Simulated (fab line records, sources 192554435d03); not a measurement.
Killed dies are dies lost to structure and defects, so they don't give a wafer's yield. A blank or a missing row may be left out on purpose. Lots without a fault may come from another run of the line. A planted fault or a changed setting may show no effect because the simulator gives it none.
Chamber matching | flow n5_finfet | N5_FIN_SAQP_SPACER1_ETCHBACK_25 on rie_diel-02: 4 sister chambers
The step etches SiO2 in CHF3/O2, target depth 24.4 nm, time 12.2 s. 4 wafers are shown with their chamber, then 7 later ones without.

WAFERS WITH THEIR CHAMBER
wafer  | chamber | rf_vpp_V (V)
L076.6 | 0       | 516
L080.4 | 1       | 515
L088.1 | 2       | 520
L088.3 | 3       | 529

WAFERS WITHOUT THEIR CHAMBER
wafer  | rf_vpp_V (V)
L088.4 | 529
L095.1 | 517
L095.2 | 520
L095.4 | 529
L096.2 | 531
L096.4 | 519
L096.5 | 514

WHICH CHAMBER EACH WENT THROUGH
wafer  | from the rows above     | in truth
L088.4 | 3                       | 3
L095.1 | can't be placed: 0 or 1 | 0
L095.2 | 2                       | 2
L095.4 | 3                       | 3
L096.2 | 3                       | 3
L096.4 | 2                       | 2
L096.5 | can't be placed: 1 or 0 | 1
Placed correctly: 5 of 7. Can't be placed from these rows: 2 (the true chamber is among the candidates in 2). Placed wrongly: 0.
How it was worked out, from the rows above alone: a wafer's distance from a chamber is the root of the sum, over the readings, of the square of ((its reading less the chamber's mean) divided by the reading's scatter). The wafer belongs to the nearest chamber; if the next one is less than 2 further off, it can't be placed. A chamber's mean is the mean of its shown wafers. The scatter: with one shown wafer a chamber, the root of the mean of the squares of how far each hidden wafer lies from its nearest shown one.
